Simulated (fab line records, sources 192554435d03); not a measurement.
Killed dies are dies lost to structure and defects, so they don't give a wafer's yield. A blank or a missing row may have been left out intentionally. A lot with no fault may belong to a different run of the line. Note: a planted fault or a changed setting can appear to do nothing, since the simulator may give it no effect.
One fault seen from 2 desks -- flow n5Finfet -- every desk sees just its own numbers, and what lay behind them comes last

## TOOL OWNER'S DESK, cvdCo-02
The tool's own readings at N5_BEOL_M4_CO_CAP_55 (material Co, precursor CCTBA/H2, target thk 2 nm, time 102.1 s): means of the sampled wafers that have a number, for each lot that ran on this tool. Marked OUT: a lot whose mean sits more than 4 standard deviations from the usual mean, which makes it out of limits; the brackets give that distance.
Columns: A = heaterPowerW at N5_BEOL_M4_CO_CAP_55, usual 239 W; B = runLengthS at N5_BEOL_M4_CO_CAP_55, usual 125.2 s
lot,first seen here,A,B
L811,day 9 07:37,230,125.4
L816,day 10 08:28,236,125.6
L814,day 10 16:37,231,162.0 (+94) OUT
L815,day 10 16:59,235,143.5 (+47) OUT
L818,day 11 13:22,232,152.4 (+70) OUT
Finding of this desk: L814, L815, L818 out of limits; the first was L814 at day 10 16:37, on runLengthS at N5_BEOL_M4_CO_CAP_55. L811, L816 stayed within limits.

## THE METROLOGY DESK
Means of the sampled wafers that have a number, per lot and without regard to the tool the lot ran on: this is what the gauges read. Marked OUT: a lot whose mean sits more than 4 standard deviations from the usual mean, which makes it out of limits; the brackets give that distance. Shown here are 7 of its 11 readings, the ones lying furthest out on some lot.
Columns: A = M4_THK at N5_BEOL_M4_THK_MEAS_53, usual 40.5 nm; B = DIBL_N at N5_BEOL_M4_RC_MEAS_101, usual 36.2 mV/V; C = DIBL_P at N5_BEOL_M4_RC_MEAS_101, usual 36.3 mV/V; D = IOFF_P at N5_BEOL_M4_RC_MEAS_101, usual 0.210 nA/um; E = ION_N at N5_BEOL_M4_RC_MEAS_101, usual 677 uA/um; F = VT_N at N5_BEOL_M4_RC_MEAS_101, usual 249.9 mV; G = VT_P at N5_BEOL_M4_RC_MEAS_101, usual -250 mV
lot,first seen here,A,B,C,D,E,F,G
L811,day 9 07:31,39.4,37.4,37.8,0.240,674,248.9,-248
L816,day 10 08:24,40.6,35.9,36.4,0.238,677,249.0,-246
L814,day 10 16:32,42.1,35.7,36.3,0.188,678,252.9,-252
L815,day 10 16:52,40.5,35.6,34.8,0.232,674,248.2,-246
L817,day 11 04:37,39.4,36.7,36.2,0.233,680,250.5,-246
L818,day 11 13:13,40.2,35.7,35.4,0.220,668,249.0,-250
L826,day 12 20:35,39.7,35.0,35.4,0.206,676,248.9,-249
This desk found nothing out of limits on any of the 7 lots.

## BROUGHT TOGETHER
At day 10 16:37, on L814, L815, L818, the tool owner's desk was in a position to raise an alarm.
At the metrology desk, nothing out of limits was observed.
The metrology desk has L814, L815, L818 on record, within its limits.
The lots listed all ran N5_BEOL_M4_CO_CAP_55 on cvdCo-02.

## WHAT THE SIMULATOR PUT IN
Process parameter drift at N5_BEOL_M4_CO_CAP_55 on cvdCo-02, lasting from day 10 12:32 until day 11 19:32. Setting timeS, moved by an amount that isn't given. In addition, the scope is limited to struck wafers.
Lots struck among those shown: L814, L815, L818.
How many hours passed from the start of the fault until each desk's first out-of-limits reading: the tool owner's desk, 4.
